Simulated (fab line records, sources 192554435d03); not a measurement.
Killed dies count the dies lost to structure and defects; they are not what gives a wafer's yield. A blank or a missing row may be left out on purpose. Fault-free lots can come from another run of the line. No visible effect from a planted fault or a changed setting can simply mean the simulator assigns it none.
The tool behind it: which one? + flow n5 finfet + Sampling: 11 lots, 31 wafers, 5 of 1938 route steps

== WHAT EACH GAUGE READ, for each wafer ==
N5_MIM_TOP_LITHO_INSPECT_12: inspects for defects (macro). Usual: raw defect count 2.1, standard deviation 1.4.
| lot  | measured     | on                | raw defect count | flag |
|------|--------------|-------------------|------------------|------|
| L200 | day 11 11:26 | defect inspect-01 | 4 2 3            |      |
| L201 | day 12 08:02 | defect inspect-01 | 2 2 2            |      |
| L204 | day 12 22:13 | defect inspect-01 | 3 1 4            |      |
| L205 | day 13 02:35 | defect inspect-01 | 3 1 2            |      |
| L213 | day 14 21:22 | defect inspect-01 | 2 3 0            |      |
| L214 | day 14 22:46 | defect inspect-01 | 1 3 2            |      |
| L216 | day 15 21:16 | defect inspect-01 | 1 5              |      |
| L217 | day 16 07:21 | defect inspect-01 | 0 5              |      |
| L219 | day 16 13:58 | defect inspect-01 | 5 2 2            |      |
| L220 | day 16 17:07 | defect inspect-01 | 1 4 1            |      |
| L222 | day 17 14:33 | defect inspect-02 | 1 2 1            |      |

N5_PASSIVATION_CD_MEAS_30 targets a cd of 4000 nm. Usual: cd nm 4001.1 nm, standard deviation 1.9.
| lot  | measured     | on        | cd nm (nm)           | flag |
|------|--------------|-----------|----------------------|------|
| L200 | day 11 18:31 | cd sem-02 | 4004.2 4004.9 4004.7 |      |
| L201 | day 12 12:27 | cd sem-02 | 4003.5 4002.3 4003.4 |      |
| L204 | day 13 03:24 | cd sem-01 | 4002.3 4000.2 4000.5 |      |
| L205 | day 13 07:22 | cd sem-02 | 4000.0 3996.7 4000.0 |      |
| L213 | day 15 03:31 | cd sem-01 | 4010.6 4008.5 4006.5 | OFF  |
| L214 | day 15 03:32 | cd sem-03 | 4010.6 4006.6 4005.8 | OFF  |
| L216 | day 16 02:48 | cd sem-01 | 3998.5 3998.5        |      |
| L217 | day 16 13:23 | cd sem-01 | 4002.1 4000.9        |      |
| L219 | day 16 17:32 | cd sem-02 | 4000.8 4000.5 4001.3 |      |
| L220 | day 17 00:28 | cd sem-02 | 4002.0 4003.8 4003.0 |      |
| L222 | day 17 20:50 | cd sem-02 | 4001.0 4000.5 3999.0 |      |

N5_PASSIVATION_OVL_MEAS_63. Usual: PAD_OVL 2 nm, standard deviation 6.3.
| lot  | measured     | on         | PAD_OVL (nm) | flag |
|------|--------------|------------|--------------|------|
| L200 | day 11 18:32 | overlay-01 | 6 9 9        |      |
| L201 | day 12 12:29 | overlay-02 | 2 0 5        |      |
| L204 | day 13 03:26 | overlay-01 | -5 -7 -4     |      |
| L205 | day 13 07:24 | overlay-01 | 4 5 0        |      |
| L213 | day 15 03:32 | overlay-02 | 1 2 2        |      |
| L214 | day 15 03:34 | overlay-01 | -2 -4 -4     |      |
| L216 | day 16 02:50 | overlay-01 | 2 2          |      |
| L217 | day 16 13:25 | overlay-01 | 3 4          |      |
| L219 | day 16 17:34 | overlay-02 | 9 5 1        |      |
| L220 | day 17 00:29 | overlay-01 | 0 -2 -2      |      |
| L222 | day 17 20:52 | overlay-01 | -8 3 5       |      |

== TOOL THAT RAN EACH LOT (tool first, then ch and the chambers of the sampled wafers, then the start) ==
| lot  | N5_MIM_TOP_LITHO_DESCUM_10         | N5_PASSIVATION_EXPOSE_27          |
|------|------------------------------------|-----------------------------------|
| L200 | rie diel-04 ch 0,1, day 11 11:28   | krf scanner-02 ch 0, day 11 18:20 |
| L201 | rie diel-04 ch 0,1,3, day 12 08:09 | krf scanner-02 ch 0, day 12 12:17 |
| L204 | rie diel-02 ch 1,2,3, day 12 22:36 | krf scanner-02 ch 0, day 13 03:14 |
| L205 | rie diel-01 ch 2,3, day 13 02:43   | krf scanner-02 ch 0, day 13 07:11 |
| L213 | rie diel-02 ch 0,3, day 14 21:32   | krf scanner-02 ch 0, day 15 03:20 |
| L214 | rie diel-04 ch 1,2,3, day 14 22:55 | krf scanner-02 ch 0, day 15 03:22 |
| L216 | rie diel-01 ch 2,3, day 15 21:19   | krf scanner-01 ch 0, day 16 02:37 |
| L217 | rie diel-04 ch 0,1, day 16 07:23   | krf scanner-01 ch 0, day 16 13:12 |
| L219 | rie diel-02 ch 0,3, day 16 14:00   | krf scanner-01 ch 0, day 16 17:22 |
| L220 | rie diel-04 ch 0,1,2, day 16 17:09 | krf scanner-01 ch 0, day 17 00:17 |
| L222 | rie diel-01 ch 0,3, day 17 14:35   | krf scanner-01 ch 0, day 17 20:40 |
- N5_MIM_TOP_LITHO_DESCUM_10: chemistry O2, time 7.9 s.
- N5_PASSIVATION_EXPOSE_27: exposes mask PAD, defocus 0 nm.

== AS READ BY THE TOOLS THEMSELVES (means over the sampled wafers that have a number; for cases with no such wafer, the mark the record gives instead) ==
N5_MIM_TOP_LITHO_DESCUM_10. Usual: drypump motor current A 5.9 A, standard deviation 0.42; oes product au 0.83 a.u., standard deviation 0.073; rf fwd power W 49.68 W, standard deviation 0.17; rf vpp V 243.1 V, standard deviation 1.1; showerhead plenum p Torr 2.10 Torr, standard deviation 0.049; throttle valve pct 20.43 %, standard deviation 0.29.
| lot  | tool        | drypump motor current A (A) | oes product au (a.u.) | rf fwd power W (W) | rf vpp V (V) | showerhead plenum p Torr (Torr) | throttle valve pct (%) | flag |
|------|-------------|-----------------------------|-----------------------|--------------------|--------------|---------------------------------|------------------------|------|
| L200 | rie diel-04 | 6.4                         | 0.83                  | 49.66              | 242.2        | 2.05                            | 20.26                  |      |
| L201 | rie diel-04 | 5.9                         | 0.86                  | 49.73              | 242.0        | 2.06                            | 20.30                  |      |
| L204 | rie diel-02 | 6.0                         | 0.86                  | 49.78              | 243.7        | 2.12                            | 20.29                  |      |
| L205 | rie diel-01 | 5.9                         | 0.80                  | 49.67              | 243.1        | 2.11                            | 20.63                  |      |
| L213 | rie diel-02 | 5.7                         | 0.86                  | 49.68              | 243.1        | 2.11                            | 20.29                  |      |
| L214 | rie diel-04 | 5.7                         | 0.85                  | 49.81              | 242.1        | 2.06                            | 20.53                  |      |
| L216 | rie diel-01 | 6.0                         | 0.78                  | 49.58              | 243.0        | 2.10                            | 20.54                  |      |
| L217 | rie diel-04 | 6.2                         | 0.78                  | 49.63              | 242.2        | 2.06                            | 20.24                  |      |
| L219 | rie diel-02 | 5.7                         | 0.84                  | 49.73              | 243.2        | 2.10                            | 20.32                  |      |
| L220 | rie diel-04 | 6.0                         | 0.81                  | 49.69              | 242.2        | 2.09                            | 20.37                  |      |
| L222 | rie diel-01 | 5.8                         | 0.85                  | 49.77              | 243.8        | 2.20                            | 20.77                  |      |

N5_PASSIVATION_EXPOSE_27. Usual: exposure dose mJ cm2 32.31, standard deviation 0.031.
| lot  | tool           | exposure dose mJ cm2 | flag |
|------|----------------|----------------------|------|
| L200 | krf scanner-02 | 32.29                |      |
| L201 | krf scanner-02 | 32.30                |      |
| L204 | krf scanner-02 | 32.31                |      |
| L205 | krf scanner-02 | 32.29                |      |
| L213 | krf scanner-02 | 33.44                | OFF  |
| L214 | krf scanner-02 | 33.42                | OFF  |
| L216 | krf scanner-01 | 32.33                |      |
| L217 | krf scanner-01 | 32.31                |      |
| L219 | krf scanner-01 | 32.28                |      |
| L220 | krf scanner-01 | 32.34                |      |
| L222 | krf scanner-01 | 32.29                |      |

== THE ANSWER, worked out from the rows above alone ==
Rule: a lot counts as off when the mean over its wafers that have a number is more than 3 standard deviations away from the usual mean. Also off: a lot with no number at a reading for which 4 or more lots have one. All remaining lots with rows at the step are treated as sound. First the gauges in route order, then the tools' own readings, where a lot's mean is used as printed above. The first step at which some lot is off is used, and at that step the reading that is off furthest; a lot without a number counts as furthest.
Off: L213, L214 (N5_PASSIVATION_CD_MEAS_30, cd nm).
If a tool, at a process step before that reading, ran all the lots that are off and no sound lot after the first of them, it fits. Not tried: the gauges at N5_PASSIVATION_CD_MEAS_30; whatever is off there is also off at N5_PASSIVATION_EXPOSE_27, on other tools, and gauge error can't account for it. One fits: N5_PASSIVATION_EXPOSE_27 on krf scanner-02. Its last sound lot is L205 (day 13 07:11), its first lot that is off L213 (day 15 03:20): a fault that began between those two fits.
The tool's own readings at N5_PASSIVATION_EXPOSE_27 bear it out: on the lots that are off they differ by more than 5 times the standard deviation of the sound lots' means. exposure dose mJ cm2 reads 33.43 there against 32.30 on the sound lots.

== WHAT HAD BEEN PUT IN BY THE SIMULATOR ==
Drift in process parameters on krf scanner-02 at N5_PASSIVATION_EXPOSE_27, starting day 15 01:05. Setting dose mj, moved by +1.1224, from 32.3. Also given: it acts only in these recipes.
Struck lots among those shown: L213, L214. The rule above found the same.
